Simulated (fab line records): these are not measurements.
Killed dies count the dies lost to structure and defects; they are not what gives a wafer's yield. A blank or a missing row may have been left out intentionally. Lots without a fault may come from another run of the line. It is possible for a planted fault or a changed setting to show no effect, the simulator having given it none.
Matching of chambers -- flow n5Finfet -- 4 sister chambers for N5_STI_FIN_REVEAL_ETCH_34 on rieSi-02
The step etches Si in H2, material Si, target depth 0.97 nm. 4 wafers are shown with their chamber, then 10 later ones without.

## WAFERS WITH THEIR CHAMBER
wafer,chamber,throttleValvePct (%)
L081.6,1,25.62
L083.2,3,25.78
L084.3,0,25.76
L084.5,2,25.50

## WAFERS WHOSE CHAMBER IS MISSING
wafer,throttleValvePct (%)
L084.6,25.78
L089.2,25.74
L089.3,25.49
L089.6,25.61
L091.4,25.50
L091.5,25.74
L091.6,25.60
L094.2,25.75
L094.3,25.79
L094.4,25.61

## EACH ONE'S CHAMBER
wafer,from the rows above,in truth
L084.6,can't be placed: 3 or 0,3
L089.2,can't be placed: 0 or 3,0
L089.3,2,2
L089.6,1,1
L091.4,2,2
L091.5,can't be placed: 0 or 3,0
L091.6,1,1
L094.2,can't be placed: 0 or 3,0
L094.3,can't be placed: 3 or 0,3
L094.4,1,1
Correct placement for 5 of the 10. Can't be placed from these rows: 5 (the true chamber is among the candidates in 5). Placed wrongly: 0.
How it was worked out, from the rows above alone: a wafer's distance from a chamber is the root of the sum, over the readings, of the square of ((its reading less the chamber's mean) divided by the reading's scatter). The wafer belongs to the nearest chamber; if the next one is less than 2 further off, it can't be placed. A chamber's mean is the mean of its shown wafers. The scatter: with one shown wafer a chamber, the root of the mean of the squares of how far each hidden wafer lies from its nearest shown one.
